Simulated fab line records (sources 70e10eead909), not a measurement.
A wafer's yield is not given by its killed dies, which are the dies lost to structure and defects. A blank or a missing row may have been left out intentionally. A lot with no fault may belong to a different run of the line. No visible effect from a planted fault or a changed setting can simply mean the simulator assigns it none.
Chamber matching :: flow nandHarc :: NHARC_A_STAIRCASE_DESCUM_168 on rieDiel-08: 4 sister chambers
The step chemistry O2, time 3 s. 8 wafers are shown with their chamber, then 8 later ones without.

## WAFERS PAIRED WITH THEIR CHAMBERS
wafer: L077.4
chamber: 3
drypumpMotorCurrentA (A): 5.1
showerheadPlenumPTorr (Torr): 1.97

wafer: L083.4
chamber: 2
drypumpMotorCurrentA (A): 6.3
showerheadPlenumPTorr (Torr): 1.92

wafer: L087.2
chamber: 0
drypumpMotorCurrentA (A): 6.1
showerheadPlenumPTorr (Torr): 2.07

wafer: L087.3
chamber: 2
drypumpMotorCurrentA (A): 6.3
showerheadPlenumPTorr (Torr): 1.91

wafer: L086.1
chamber: 1
drypumpMotorCurrentA (A): 5.5
showerheadPlenumPTorr (Torr): 1.92

wafer: L086.3
chamber: 0
drypumpMotorCurrentA (A): 6.0
showerheadPlenumPTorr (Torr): 2.07

wafer: L086.4
chamber: 3
drypumpMotorCurrentA (A): 5.1
showerheadPlenumPTorr (Torr): 1.95

wafer: L091.2
chamber: 1
drypumpMotorCurrentA (A): 5.5
showerheadPlenumPTorr (Torr): 1.92

## WAFERS WITHOUT THEIR CHAMBER
wafer: L091.3
drypumpMotorCurrentA (A): 5.1
showerheadPlenumPTorr (Torr): 1.95

wafer: L091.4
drypumpMotorCurrentA (A): 6.1
showerheadPlenumPTorr (Torr): 2.06

wafer: L090.2
drypumpMotorCurrentA (A): 5.1
showerheadPlenumPTorr (Torr): 1.95

wafer: L090.4
drypumpMotorCurrentA (A): 5.5
showerheadPlenumPTorr (Torr): 1.92

wafer: L090.5
drypumpMotorCurrentA (A): 6.3
showerheadPlenumPTorr (Torr): 1.91

wafer: L095.1
drypumpMotorCurrentA (A): 5.1
showerheadPlenumPTorr (Torr): 1.94

wafer: L095.2
drypumpMotorCurrentA (A): 5.5
showerheadPlenumPTorr (Torr): 1.91

wafer: L095.6
drypumpMotorCurrentA (A): 6.0
showerheadPlenumPTorr (Torr): 2.06

## WHICH CHAMBER EACH ONE RAN IN
wafer: L091.3
from the rows above: 3
in truth: 3

wafer: L091.4
from the rows above: 0
in truth: 0

wafer: L090.2
from the rows above: 3
in truth: 3

wafer: L090.4
from the rows above: 1
in truth: 1

wafer: L090.5
from the rows above: 2
in truth: 2

wafer: L095.1
from the rows above: 3
in truth: 3

wafer: L095.2
from the rows above: 1
in truth: 1

wafer: L095.6
from the rows above: 0
in truth: 0
Correctly placed: 8 of 8. From these rows, 0 cannot be placed. Placed wrongly: 0.
How it was worked out, from the rows above alone: a wafer's distance from a chamber is the root of the sum, over the readings, of the square of ((its reading less the chamber's mean) divided by the reading's scatter). If the next closest chamber is less than 2 further off than the closest, the wafer can't be placed; otherwise it belongs to the closest. For every chamber, the mean is computed from those of its wafers that are shown. How the scatter is found: for the shown wafers, subtract from each reading the mean of its chamber, square and add these, divide the total by (wafers less chambers), then take the root.
